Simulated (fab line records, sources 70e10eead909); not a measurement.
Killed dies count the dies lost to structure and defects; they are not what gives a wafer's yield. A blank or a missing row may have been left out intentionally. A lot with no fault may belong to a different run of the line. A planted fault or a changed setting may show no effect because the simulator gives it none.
What tool caused it?	flow nandHarc	7 lots, 20 wafers sampled, at 5 steps of a route of 1159

WHAT THE GAUGES SHOWED, per wafer
NHARC_END_SORT_01.
lot	measured	on	killedAtArray
L437	day 25 09:22	prober-02	20 26 17

EACH LOT AND THE TOOL THAT RAN IT (in order: tool; ch and the chambers of the sampled wafers; start)
lot	NHARC_A_SGD_CUT_ETCH_16	NHARC_A_SLIT_DEP_23	NHARC_A_SLIT_SOFTBAKE_04	NHARC_A_SLIT_ETCH_17
L416	rieDiel-13 ch 0,2,3, day 14 17:40 or earlier	pecvd-02 ch 0,2, day 14 17:40	lithoTrack-04 ch 0, day 14 17:00	harEtch-02 ch 0,1, day 14 19:11
L417	rieDiel-13 ch 1,2,3, day 14 17:47 or earlier	pecvd-04 ch 0,1,2, day 14 17:47	lithoTrack-01 ch 0, day 14 18:00	harEtch-02 ch 0,1, day 14 20:53
L418	rieDiel-12 ch 0,2, day 14 20:11	pecvd-04 ch 0,2, day 15 04:41	lithoTrack-06 ch 0, day 15 04:00	harEtch-02 ch 0,1, day 15 06:20
L426	rieDiel-02 ch 1,2, day 17 11:09 or earlier	pecvd-02 ch 0,1, day 17 11:09	lithoTrack-01 ch 0, day 17 11:00	harEtch-01 ch 0,1, day 17 13:59
L433	rieDiel-02 ch 0,1, day 19 00:13 or earlier	pecvd-02 ch 0,1, day 19 00:13	lithoTrack-04 ch 0, day 19 00:00	harEtch-02 ch 0,1, day 19 02:06
L434	rieDiel-02 ch 0,2, day 19 07:02 or earlier	pecvd-01 ch 0,1, day 19 07:02	lithoTrack-04 ch 0, day 19 07:00	harEtch-02 ch 0,1, day 19 11:22
L437	rieDiel-13 ch 1,2,3, day 19 20:23 or earlier	pecvd-01 ch 1,2, day 19 20:23	lithoTrack-04 ch 0, day 19 20:00	harEtch-01 ch 0,1, day 19 22:13
- NHARC_A_SGD_CUT_ETCH_16: etches the open film in C4F8/O2/Ar, target depth 310.5 nm, time 155.2 s.
- NHARC_A_SLIT_DEP_23: deposits SiON, target thk 100 nm.
- NHARC_A_SLIT_SOFTBAKE_04: time 55 s.
- NHARC_A_SLIT_ETCH_17: etches the open film in C4F8/O2/Ar, time 1687.5 s, target depth 10100 nm.

THE ANSWER, worked out from the rows above alone
Rule: the usual values come from the lots themselves. The widest of any qualifying gaps counts: lots, ordered by their means at a reading, are off when they make up no more than a third of the lots, leave a main group of 4 or more, and stand apart from it by 3 or more times the standard deviation of that group's means. The tables above print the reading to a certain number of digits; a main group whose means all agree to those digits is not used. A lot without any number at a reading at which 4 lots or more have one is off too. All remaining lots with rows at the step are treated as sound.
No lot is off at any reading shown: from this, nothing can be told.

WHAT WAS PUT IN BY THE SIMULATOR
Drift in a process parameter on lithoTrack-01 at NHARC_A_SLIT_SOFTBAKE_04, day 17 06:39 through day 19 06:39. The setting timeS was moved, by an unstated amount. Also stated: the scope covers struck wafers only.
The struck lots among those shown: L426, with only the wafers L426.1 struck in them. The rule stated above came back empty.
